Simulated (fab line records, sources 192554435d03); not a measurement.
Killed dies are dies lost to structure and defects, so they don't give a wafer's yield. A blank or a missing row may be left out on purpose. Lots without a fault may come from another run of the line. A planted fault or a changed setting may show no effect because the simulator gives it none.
Chamber matching | flow n5_finfet | N5_BEOL_M3_VIA_ETCH_34 on rie_diel-04: 4 sister chambers
The step etches the open film in C4F6/O2, target depth 69.4 nm, time 65.9 s. 18 wafers are shown with their chamber, then 9 later ones without.

WAFERS WITH THEIR CHAMBER
wafer  | chamber | rf_vpp_V (V) | showerhead_plenum_p_Torr (Torr) | drypump_motor_current_A (A)
L074.1 | 1       | 667          | 2.83                            | 5.4
L074.2 | 0       | 662          | 2.76                            | 5.6
L074.3 | 2       | 688          | 2.91                            | 5.2
L075.1 | 2       | 690          | 2.91                            | 5.1
L075.3 | 1       | 668          | 2.83                            | 5.3
L075.4 | 1       | 669          | 2.83                            | 5.4
L078.1 | 0       | 662          | 2.76                            | 5.6
L078.3 | 2       | 690          | 2.91                            | 5.2
L078.4 | 2       | 690          | 2.91                            | 5.2
L083.2 | 1       | 668          | 2.82                            | 5.4
L083.4 | 3       | 653          | 2.82                            | 4.8
L083.6 | 3       | 654          | 2.82                            | 4.8
L087.2 | 3       | 652          | 2.82                            | 4.8
L087.5 | 2       | 690          | 2.90                            | 5.2
L087.6 | 1       | 668          | 2.82                            | 5.4
L090.1 | 0       | 663          | 2.75                            | 5.6
L090.5 | 3       | 653          | 2.82                            | 4.8
L090.6 | 0       | 663          | 2.75                            | 5.6

SIGNATURES (means of the wafers above)
reading                  | chamber 0 | chamber 1 | chamber 2 | chamber 3 | scatter within a chamber
rf_vpp_V                 | 662.50    | 668.00    | 689.60    | 653.00    | 0.765
showerhead_plenum_p_Torr | 2.7550    | 2.8260    | 2.9080    | 2.8200    | 0.00463
drypump_motor_current_A  | 5.600     | 5.380     | 5.180     | 4.800     | 0.0338
Rule: a wafer's distance from a chamber is the root of the sum, over the readings, of the square of ((its reading less the chamber's mean) divided by the reading's scatter). The wafer belongs to the nearest chamber; if the next one is less than 2 further off, it can't be placed. The scatter: the root of (the sum of the squares of (reading less its chamber's mean) over the shown wafers, divided by (wafers less chambers)).

WAFERS WITHOUT THEIR CHAMBER
wafer  | rf_vpp_V (V) | showerhead_plenum_p_Torr (Torr) | drypump_motor_current_A (A)
L092.1 | 667          | 2.82                            | 5.4
L092.3 | 651          | 2.82                            | 4.8
L092.4 | 663          | 2.75                            | 5.6
L095.3 | 689          | 2.89                            | 5.2
L095.4 | 665          | 2.81                            | 5.4
L095.6 | 668          | 2.81                            | 5.4
L096.1 | 669          | 2.81                            | 5.4
L096.5 | 653          | 2.81                            | 4.8
L096.6 | 688          | 2.89                            | 5.2

WHICH CHAMBER EACH WENT THROUGH
wafer  | from the rows above | in truth
L092.1 | 1                   | 1
L092.3 | 3                   | 3
L092.4 | 0                   | 0
L095.3 | 2                   | 2
L095.4 | 1                   | 1
L095.6 | 1                   | 1
L096.1 | 1                   | 1
L096.5 | 3                   | 3
L096.6 | 2                   | 2
Placed correctly: 9 of 9. Can't be placed from these rows: 0. Placed wrongly: 0.
